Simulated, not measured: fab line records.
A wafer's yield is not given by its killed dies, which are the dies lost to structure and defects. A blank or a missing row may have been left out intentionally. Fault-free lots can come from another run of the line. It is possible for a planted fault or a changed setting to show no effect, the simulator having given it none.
One fault seen from 2 desks | flow n5Finfet | each desk holds nothing but its own numbers, with what lay behind them at the end

FROM THE METROLOGY DESK
Lot by lot, what the gauges showed, no matter which tool ran the lot: averages of those sampled wafers that carry a number. If a lot's mean is further than 4 standard deviations from the usual mean, the lot is out of limits and carries the mark OUT (the distance appears in the brackets). 7 of its 11 readings are shown: the first one out of limits and those lying furthest out on some lot.
Columns: A = VG_OVL at N5_MOL_CONTACT_COAG_OVL_MEAS_85, usual -0.1 nm; B = DIBL_P at N5_BEOL_M4_RC_MEAS_101, usual 37.4 mV/V; C = ION_N at N5_BEOL_M4_RC_MEAS_101, usual 679 uA/um; D = ION_P at N5_BEOL_M4_RC_MEAS_101, usual 468 uA/um; E = SS_N at N5_BEOL_M4_RC_MEAS_101, usual 71.8 mV/dec; F = SS_P at N5_BEOL_M4_RC_MEAS_101, usual 73.6 mV/dec; G = VT_N at N5_BEOL_M4_RC_MEAS_101, usual 248 mV
lot  | first seen here | A              | B    | C   | D   | E    | F    | G
L510 | day 5 17:53     | 0.0            | 36.5 | 687 | 470 | 71.7 | 73.6 | 248
L521 | day 8 09:41     | 3.8 (+5.4) OUT | 36.0 | 663 | 463 | 71.8 | 74.2 | 252
L522 | day 8 12:29     | 4.2 (+5.9) OUT | 39.8 | 683 | 472 | 72.4 | 74.2 | 249
L530 | day 10 18:17    | 0.3            | 37.8 | 681 | 467 | 72.0 | 73.6 | 249
This desk reports L521, L522 out of limits; the earliest was L521 at day 8 09:41 (VG_OVL at N5_MOL_CONTACT_COAG_OVL_MEAS_85). In limits: L510, L530.

AT THE TOOL OWNER'S DESK: euvScanner-01
The tool's own readings at N5_MOL_CONTACT_COAG_EXPOSE_81 (exposes mask VG, defocus 0 nm): means of the sampled wafers that have a number, for each lot that ran on this tool. If a lot's mean is further than 4 standard deviations from the usual mean, the lot is out of limits and carries the mark OUT (the distance appears in the brackets).
Columns: A = reticleTempC at N5_MOL_CONTACT_COAG_EXPOSE_81, usual 23.02 C
lot  | first seen here | A
L510 | day 5 17:43     | 22.96
L521 | day 8 09:31     | 22.96
L522 | day 8 12:19     | 23.02
This desk's finding: nothing out of limits on any of the 3 lots.

TAKEN TOGETHER
The metrology desk could have raised an alarm at day 8 09:41, on L521, L522.
Nothing out of limits was seen by the tool owner's desk.
The tool owner's desk has L521, L522 on record, within its limits.
The lots listed all ran N5_MOL_CONTACT_COAG_EXPOSE_81 on euvScanner-01.

WHAT HAD BEEN PUT IN BY THE SIMULATOR
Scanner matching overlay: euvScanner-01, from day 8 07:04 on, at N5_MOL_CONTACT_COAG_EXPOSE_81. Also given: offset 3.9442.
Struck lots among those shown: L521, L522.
Per desk, hours elapsed from the start of the fault to the first reading out of limits: for the metrology desk, 3.
